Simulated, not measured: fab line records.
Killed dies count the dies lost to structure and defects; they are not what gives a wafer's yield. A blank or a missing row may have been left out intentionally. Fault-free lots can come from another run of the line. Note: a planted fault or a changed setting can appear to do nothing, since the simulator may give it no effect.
Matching of chambers -- flow n5 finfet -- N5_BEOL_M4_ILD_DEP_00 on pecvd-03: 3 sister chambers
The step deposits SiOC from DEMS/O2, target thk 79 nm, time 15.3 s. 3 wafers are shown with their chamber, then 6 later ones without.

WAFERS WITH THEIR CHAMBER
wafer,chamber,heater power w (W)
L335.4,1,527
L337.1,2,438
L337.5,0,380

WAFERS MISSING THEIR CHAMBER
wafer,heater power w (W)
L338.2,346
L338.3,482
L338.6,488
L339.2,542
L339.3,382
L339.4,546

WHICH CHAMBER EACH ONE RAN IN
wafer,from the rows above,in truth
L338.2,can't be placed: 0 or 2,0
L338.3,can't be placed: 2 or 1 or 0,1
L338.6,can't be placed: 1 or 2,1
L339.2,1,1
L339.3,can't be placed: 0 or 2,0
L339.4,1,1
Correct placement for 2 of the 6. Unplaceable from these rows: 4, with the true chamber sitting among the candidates in 4. Number placed wrongly: 0.
How it was worked out, from the rows above alone: a wafer's distance from a chamber is the root of the sum, over the readings, of the square of ((its reading less the chamber's mean) divided by the reading's scatter). The wafer belongs to the nearest chamber; if the next one is less than 2 further off, it can't be placed. Each chamber's mean is taken over the wafers shown for it. The scatter (one wafer shown for each chamber): square how far every hidden wafer sits from the nearest shown wafer, average those squares and take the square root.
